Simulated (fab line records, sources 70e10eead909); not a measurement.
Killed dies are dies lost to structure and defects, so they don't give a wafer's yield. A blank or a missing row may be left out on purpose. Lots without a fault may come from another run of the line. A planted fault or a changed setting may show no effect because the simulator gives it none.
fab line records | flow nand_harc
record lots=15 wafers=42 last_day=33
route steps=1302 shown A_BLC@1130 THIN_TSV@1267 END@1302
lots that met no fault: from a run of the same line without faults
start_h: hours from the record's first day to the start of the lot's first wafer shown | wait_h: hours since the lot's step before | " the same as in the row above | L1.1+2: a row that stands for several wafers | - no value, or no start given | * or withheld: withheld | < > ~ a bound
route shown NAME@n: a module of which the file shows steps, and the number in the route of the first | usual: mean/standard deviation of fault-free wafers | same: alike in all rows | chamber/n: place in a boat | sites: the reading at each site | _std_site: their standard deviation | _edge_site: outer sites' mean less inner sites' | radius_mm: how far each site lies from the wafer's centre | mask NAME#n: copy n | behind: the tool/chamber that last shaped the wafer | hold: why the lot was held/for how many hours/how that ended | device: the transistor (n, p or np) that didn't switch | end of line: the same wafers' tests at the end of the route | a step without rows: its recipe alone | killed: dies lost to structure and defects at the first sort, not the wafer's yield | map: a wafer's dies, x killed, . not, _ none there
set.NAME: the setting as run; set.NAME@STEP: as run at that earlier step | model.NAME: the simulator's own value behind a step, which no gauge read
steps of the route over a sample of lots; a table a step, a row a wafer
services: from which hour (start_h, from the record's first day; less than 0 if before it) a tool's chamber was out of use, for how many hours, and why
## steps
# step NHARC_A_BLC_PVD_32
# recipe target_thk_a=50 chamber_pressure_pa=5 power_w=5000 substrate_temp_c=200 time_s=17.7 material=Ti
# usual throttle_valve_pct=30.0/1.2
# columns lot.wafer tool chamber start_h wait_h throttle_valve_pct
L837.4 pvd_sputter-02 - 529.88 - 30.5
L837.3 " - " " 30.1
L837.2 " - " " 30.1
L838.4 pvd_sputter-03 - 536.54 - 28.6
L838.3 " - " " 30.9
L838.1 " - " " 30.2
L839.2 pvd_sputter-02 - 550.86 - 30.0
L839.6 " - " " 30.8
L839.5 " - " " 30.4
L842.1 pvd_sputter-01 - 573.05 - 30.2
L842.4 " - " " 31.9
L842.6 " - " " 30.3
L841.4 pvd_sputter-02 - 574.83 - 30.2
L841.1 " - " " 32.0
L841.6 " - " " 30.1
L844.3 pvd_sputter-02 - 595.79 - 31.6
L844.2 " - " " 30.4
L844.6 " - " " 32.3
L845.4 pvd_sputter-01 - 619.78 - 29.1
L845.3 " - " " 29.7
L845.5 " - " " 32.0
L846.2 pvd_sputter-02 - 624.36 - 30.2
L846.4 " - " " 31.6
L846.1 " - " " 30.7
L850.1 pvd_sputter-02 - 652.57 - 31.3
L850.2 " - " " 29.5
L850.3 " - " " 30.5
L851.4 pvd_sputter-01 - 684.24 - 30.2
L851.6 " - " " 27.8
L853.6 pvd_sputter-01 - 696.39 - 27.8
L853.5 " - " " 31.4
L854.4 pvd_sputter-01 - 697.87 - 31.4
L854.6 " - " " 27.5
L856.1 pvd_sputter-03 - 714.44 - 30.8
L856.6 " - " " 30.0
L856.5 " - " " 29.2
L857.2 pvd_sputter-02 - 724.90 - 29.8
L857.1 " - " " 31.1
L857.3 " - " " 30.6
L858.4 pvd_sputter-03 - 736.77 - 30.6
L858.3 " - " " 29.0
L858.6 " - " " 30.5
# step NHARC_THIN_TSV_DEP_47
# recipe target_thk_a=2000 temp_c=withheld pressure_torr=6.5 rf_w=900 teos_flow_sccm=161.4 flow_sccm=2650 target_thk_nm=200 gas=O2 material=SiO2
# usual throttle_valve_pct=16.0/0.54
# columns lot.wafer tool chamber start_h wait_h throttle_valve_pct
L837.2 pecvd-04 2 558.80 - 16.0
L837.4 " 2 " " 16.1
L837.3 " 0 " " 16.1
L838.1 pecvd-03 0 572.49 - 16.1
L838.3 " 2 " " 15.5
L838.4 " 2 " " 15.7
L839.2 pecvd-04 2 581.13 - 16.0
L839.6 " 2 " " 16.2
L839.5 " 0 " " 15.9
L842.1 pecvd-03 1 601.68 - 16.8
L842.6 " 0 " " 16.2
L842.4 " 1 " " 16.7
L841.1 pecvd-03 2 602.74 - 15.5
L841.6 " 2 " " 15.7
L841.4 " 1 " " 16.9
L844.3 pecvd-03 0 625.94 - 16.2
L844.2 " 1 " " 16.8
L844.6 " 0 " " 16.4
L845.3 pecvd-02 1 647.62 - 15.0
L845.4 " 0 " " 16.0
L845.5 " 2 " " 16.0
L846.1 pecvd-03 0 655.62 - 16.4
L846.2 " 1 " " 16.7
L846.4 " 1 " " 16.8
L850.1 pecvd-02 1 681.21 - 15.1
L850.3 " 2 " " 15.6
L850.2 " 0 " " 16.2
L851.6 pecvd-03 2 711.89 - 16.2
L853.6 pecvd-03 0 724.25 - 16.4
L854.6 pecvd-02 1 725.55 - 15.4
L856.1 pecvd-04 1 749.77 - 15.2
L856.5 " 0 " " 15.9
L856.6 " 2 " " 15.9
L857.1 pecvd-03 1 757.36 - 16.4
L857.3 " 2 " " 15.1
L857.2 " 0 " " 16.5
L858.3 pecvd-03 0 766.38 - 16.2
L858.4 " 1 " " 16.5
L858.6 " 2 " " 15.3
# step NHARC_THIN_TSV_DEGAS_49
# recipe temp_c=300 time_s=120
# usual heater_power_w=446/27
# same time_s=120
# columns lot.wafer tool chamber start_h wait_h heater_power_w
L837.3 pvd_sputter-02 - 559.87 0.1 451
L837.4 " - " " 444
L837.2 " - " " 460
L838.3 pvd_sputter-02 - 573.42 0.1 436
L838.4 " - " " 477
L838.1 " - " " 458
L839.2 pvd_sputter-02 - 582.05 0.2 433
L839.6 " - " " 453
L839.5 " - " " 482
L842.4 pvd_sputter-02 - 602.64 0.1 472
L842.1 " - " " 441
L842.6 " - " " 488
L841.4 pvd_sputter-02 - 603.67 0.1 490
L841.1 " - " " 435
L841.6 " - " " 456
L844.3 pvd_sputter-02 - 626.82 0.1 440
L844.2 " - " " 449
L844.6 " - " " 437
L845.3 pvd_sputter-03 - 648.60 0.1 478
L845.4 " - " " 441
L845.5 " - " " 422
L846.4 pvd_sputter-01 - 656.56 0.1 495
L846.2 " - " " 420
L846.1 " - " " 467
L850.3 pvd_sputter-01 - 682.15 0.1 485
L850.1 " - " " 406
L850.2 " - " " 473
L851.6 pvd_sputter-01 - 712.73 0.1 415
L853.6 pvd_sputter-01 - 725.10 0.1 470
L854.6 pvd_sputter-02 - 726.31 0.1 465
L856.1 pvd_sputter-02 - 750.66 0.2 433
L856.5 " - " " 455
L856.6 " - " " 435
L857.3 pvd_sputter-02 - 758.52 0.1 433
L857.1 " - " " 418
L857.2 " - " " 435
L858.4 pvd_sputter-03 - 767.21 0.1 480
L858.3 " - " " 453
L858.6 " - " " 461
# step NHARC_THIN_TSV_STRIP_56
# recipe power_w=1500 temp_c=250 chemistry=O2
# usual drypump_motor_current_A=5.8/0.53 heater_power_w=343/28
# columns lot.wafer tool chamber start_h wait_h drypump_motor_current_A heater_power_w rf_hours_counter_h
L837.2 plasma_asher-02 1 563.91 0.1 5.1 363 27
L837.3 " 1 " " 5.1 357 -
L837.4 " 0 " " 5.6 295 -
L838.1 plasma_asher-02 1 577.28 0.1 5.1 355 30
L838.4 " 1 " " 5.1 368 -
L838.3 " 0 " " 5.6 300 -
L839.2 plasma_asher-02 0 585.79 0.1 5.6 302 32
L839.5 " 0 " " 5.6 297 -
L839.6 " 1 " " 5.1 369 -
L842.1 plasma_asher-01 1 606.43 0.1 6.6 369 16
L842.4 " 1 " " 6.6 366 -
L842.6 " 1 " " 6.6 369 -
L841.1 plasma_asher-01 1 607.49 0.1 6.6 375 16
L841.4 " 0 " " 5.8 334 -
L841.6 " 0 " " 5.8 340 -
L844.2 plasma_asher-01 0 630.47 0.1 5.8 339 23
L844.3 " 1 " " 6.6 366 -
L844.6 " 1 " " 6.6 368 -
L845.3 plasma_asher-01 0 652.32 0.2 5.8 333 -
L845.4 " 1 " " 6.6 371 -
L845.5 " 1 " " 6.6 376 -
L846.1 plasma_asher-01 1 660.31 0.1 6.6 363 29
L846.2 " 0 " " 5.8 348 29
L846.4 " 1 " " 6.6 382 -
L850.2 plasma_asher-02 1 685.91 0.1 5.1 358 13
L850.1 " 0 " " 5.6 300 13
L850.3 " 0 " " 5.6 297 -
L851.6 plasma_asher-02 0 716.54 0.3 5.6 303 -
L853.6 plasma_asher-02 0 729.01 0.3 5.6 298 -
L854.6 plasma_asher-01 1 730.20 0.2 6.6 370 -
L856.1 plasma_asher-01 0 755.34 0.1 5.8 353 11
L856.6 " 0 " " 5.8 354 -
L856.5 " 1 " " 6.6 364 -
L857.1 plasma_asher-01 0 763.33 0.1 5.8 356 12
L857.2 " 1 " " 6.6 364 12
L857.3 " 0 " " 5.8 356 -
L858.4 plasma_asher-02 0 771.13 0.2 5.6 299 -
L858.3 " 1 " " 5.1 361 -
L858.6 " 1 " " 5.1 359 -
# step NHARC_END_SORT_01
# recipe temp_c=25
# usual killed_at_array=56/20 killed_at_other=0.9/1.1 killed_at_periphery=3.7/3 killed_dies=61/21 killed_open=2.9/1.6 killed_short=2.6/1.4
# same gross_dies=677
# columns lot.wafer tool chamber start_h wait_h killed_at_array killed_at_other killed_at_periphery killed_dies killed_open killed_short
L846.1 prober-02 0 668.87 2.5 89 2 5 96 0 2
L846.2 prober-02 0 669.67 2.8 77 2 2 81 1 1
L846.4 prober-02 0 671.27 3.4 58 1 3 62 5 4
L850.1 prober-01 0 694.36 2.6 75 0 10 85 7 4
L850.2 prober-01 0 695.16 2.8 59 1 8 68 2 3
L850.3 prober-01 0 695.96 3.1 58 0 6 64 0 2
L851.4 prober-02 0 727.21 3.4 672 0 2 674 2 3
L851.6 prober-02 0 728.79 4.0 40 0 2 42 2 3
L854.4 prober-02 0 739.67 3.4 671 1 1 673 4 3
L854.6 prober-02 0 741.25 4.0 22 0 6 28 8 1
L853.5 prober-01 0 740.46 3.7 674 0 1 675 2 2
L853.6 prober-01 0 741.25 4.0 123 0 4 127 4 1
L857.1 prober-02 0 772.87 2.5 57 5 0 62 2 2
L857.2 prober-02 0 773.68 2.8 54 4 4 62 2 3
L857.3 prober-02 0 774.49 3.1 63 2 1 66 4 3
# killed by level:class
L846.1 A_SLIT:chamber_film_flake=33 A_CHANNEL_HOLE_D1:chamber_film_flake=30 A_CHANNEL_HOLE_D2:chamber_film_flake=14 A_CONTACT:chamber_film_flake=4 P_GATE:chamber_film_flake=3 A_STAIRCASE:chamber_film_flake=3 P_STI:chamber_film_flake=2 A_BLC:chamber_film_flake=2
L846.2 A_SLIT:chamber_film_flake=25 A_CHANNEL_HOLE_D1:chamber_film_flake=23 A_CHANNEL_HOLE_D2:chamber_film_flake=16 A_CONTACT:chamber_film_flake=5 A_STAIRCASE:chamber_film_flake=3 P_GATE:chamber_film_flake=2 A_SGD_CUT:geometric_particle:open=1 A_WL_FILL:geometric_particle:short=1
L846.4 A_CHANNEL_HOLE_D1:chamber_film_flake=21 A_SLIT:chamber_film_flake=18 A_CHANNEL_HOLE_D2:chamber_film_flake=6 A_CONTACT:chamber_film_flake=3 A_BONDPAD:chamber_film_flake=3 A_ONON_D1:geometric_particle:short=2 P_GATE:geometric_particle:open=1 A_ONON_D1:geometric_particle:open=1
L850.1 A_SLIT:chamber_film_flake=33 A_CHANNEL_HOLE_D1:chamber_film_flake=27 P_GATE:chamber_film_flake=6 A_ONON_D2:geometric_particle:open=3 A_CHANNEL_HOLE_D2:chamber_film_flake=3 A_ONON_D2:geometric_particle:short=2 P_M0:geometric_particle:open=1 P_M2:geometric_particle:open=1
L850.2 A_SLIT:chamber_film_flake=27 A_CHANNEL_HOLE_D1:chamber_film_flake=17 A_CONTACT:chamber_film_flake=7 A_WL_FILL:chamber_film_flake=4 P_STI:chamber_film_flake=3 P_GATE:chamber_film_flake=3 A_ONON_D2:geometric_particle:short=2 P_GATE:geometric_particle:open=1
L850.3 A_SLIT:chamber_film_flake=26 A_CHANNEL_HOLE_D1:chamber_film_flake=19 A_CONTACT:chamber_film_flake=6 P_GATE:chamber_film_flake=4 A_WL_FILL:chamber_film_flake=2 A_DECK1_JOINT:geometric_particle:short=1 A_ONON_D2:geometric_particle:short=1 P_ZERO_WELL:chamber_film_flake=1
L851.4 A_BLC:area_pvd=623 A_CHANNEL_HOLE_D1:chamber_film_flake=34 A_SLIT:chamber_film_flake=4 A_STAIRCASE:chamber_film_flake=3 A_WL_FILL:chamber_film_flake=2 A_ONON_D1:geometric_particle:open=1 A_CHANNEL_FILL_D1:geometric_particle:short=1 A_CHANNEL_FILL_D1:geometric_particle:open=1
L851.6 A_CHANNEL_HOLE_D1:chamber_film_flake=21 A_STAIRCASE:chamber_film_flake=6 A_DECK1_JOINT:chamber_film_flake=2 A_CHANNEL_HOLE_D2:geometric_particle:short=1 A_DECK1_JOINT:geometric_particle:short=1 A_DECK1_JOINT:geometric_particle:open=1 A_CHANNEL_HOLE_D2:geometric_particle:open=1 A_CHANNEL_FILL_D2:geometric_particle:short=1
L854.4 A_BLC:area_pvd=645 A_CHANNEL_HOLE_D1:chamber_film_flake=10 A_SLIT:chamber_film_flake=5 A_STAIRCASE:chamber_film_flake=3 A_DECK1_JOINT:geometric_particle:open=2 A_CONTACT:chamber_film_flake=2 A_ONON_D1:geometric_particle:open=1 A_CHANNEL_HOLE_D2:geometric_particle:open=1
L853.5 A_BLC:area_pvd=568 A_SLIT:chamber_film_flake=35 A_CHANNEL_HOLE_D2:chamber_film_flake=27 A_CHANNEL_HOLE_D1:chamber_film_flake=20 A_STAIRCASE:chamber_film_flake=8 A_CONTACT:chamber_film_flake=4 A_SGD_CUT:chamber_film_flake=4 A_BLC:geometric_particle:open=2
L853.6 A_CHANNEL_HOLE_D2:chamber_film_flake=32 A_CHANNEL_HOLE_D1:chamber_film_flake=32 A_SLIT:chamber_film_flake=31 A_CONTACT:chamber_film_flake=13 A_STAIRCASE:chamber_film_flake=6 A_SGD_CUT:chamber_film_flake=5 A_BLC:geometric_particle:open=2 P_M2:chamber_film_flake=2
L854.6 A_CHANNEL_HOLE_D1:chamber_film_flake=8 P_GATE:chamber_film_flake=4 A_ONON_D1:geometric_particle:open=2 A_SLIT:chamber_film_flake=2 P_GATE:geometric_particle:open=1 A_CHANNEL_FILL_D1:geometric_particle:open=1 A_CHANNEL_FILL_D1:geometric_particle:short=1 A_DECK1_JOINT:geometric_particle:open=1
L857.1 A_SLIT:chamber_film_flake=33 A_CONTACT:chamber_film_flake=8 A_M1:chamber_film_flake=4 THIN_TSV:chamber_film_flake=4 A_CHANNEL_HOLE_D1:unspecified=3 A_CHANNEL_HOLE_D1:chamber_film_flake=2 A_STAIRCASE:chamber_film_flake=2 A_WL_FILL:chamber_film_flake=2
L857.2 A_SLIT:chamber_film_flake=33 A_CONTACT:chamber_film_flake=10 THIN_TSV:chamber_film_flake=4 A_CHANNEL_HOLE_D1:unspecified=3 P_CONTACT:geometric_particle:open=2 A_M1:chamber_film_flake=2 A_DECK1_JOINT:geometric_particle:short=1 A_ONON_D2:geometric_particle:short=1
L857.3 A_SLIT:chamber_film_flake=31 A_CONTACT:chamber_film_flake=14 A_M1:chamber_film_flake=5 A_CHANNEL_HOLE_D1:chamber_film_flake=2 A_WL_FILL:chamber_film_flake=2 THIN_TSV:chamber_film_flake=2 A_ONON_D1:geometric_particle:open=1 A_ONON_D1:geometric_particle:short=1
## services
# columns tool chamber start_h hours kind
plasma_asher-01 - 519.24 9.0 pm
pvd_sputter-03 - 526.00 10.0 pm
pecvd-03 - 547.37 13.0 pm
pvd_sputter-03 - 555.45 14.4 repair
pvd_sputter-01 - 556.64 7.1 repair
pecvd-04 1 558.47 12.2 repair
pecvd-02 1 564.06 4.1 repair
pecvd-02 - 589.09 13.0 pm
plasma_asher-02 - 603.29 9.0 pm
plasma_asher-02 - 620.71 9.2 repair
pvd_sputter-01 - 630.93 10.0 pm
pecvd-04 - 631.12 13.0 pm
pvd_sputter-02 - 638.00 10.0 pm
pecvd-02 2 648.22 16.2 repair
pecvd-02 0 660.28 15.2 repair
pecvd-04 - 661.54 0.7 repair
plasma_asher-01 - 696.44 9.0 pm
pvd_sputter-03 - 704.00 10.0 pm
plasma_asher-02 - 719.89 0.5 repair
pvd_sputter-01 - 727.33 1.8 repair
pecvd-04 - 727.80 1.2 repair
pecvd-03 - 728.46 13.0 pm
pvd_sputter-01 - 735.08 38.6 repair
plasma_asher-02 - 764.12 1.2 repair
## key
first_sign step=NHARC_END_SORT_01 reading=killed_at_array direction=up sigmas=30 usual=56 struck=672
effect step=NHARC_END_SORT_01 reading=killed_dies direction=up sigmas=30 usual=61 struck=674
more_kills_born_at NHARC_A_BLC_PVD_32@pvd_sputter-01=1836
met_at NHARC_A_BLC_PVD_32
struck_lots L851,L853,L854
struck_wafers L851.4,L853.5,L854.4
later_rows_left_out L851.4,L853.5,L854.4
tester_left_out L851,L853,L854
not_acting_at NHARC_THIN_TSV_DEP_47,NHARC_THIN_TSV_DEGAS_49,NHARC_THIN_TSV_STRIP_56
onset_between 619.78 684.24
fault kind=process_parameter_drift tool=pvd_sputter-01 chamber=- onset_h=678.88 steps=NHARC_A_BLC_PVD_32 channel=target_thk_a offset=* shape=step end_h=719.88 scope=struck_wafers_only acts_in=* stated=*
# tester_left_out: of these lots the tester's yield and bins aren't shown, on N5 and GAA mostly nor the transistor test; their killed dies are dies lost to structure and defects alone, not to doping, threshold or leakage, so they don't give the yield
# later_rows_left_out: the simulator's readings of these wafers behind a module that went badly wrong aren't trusted and aren't shown, but for the sort
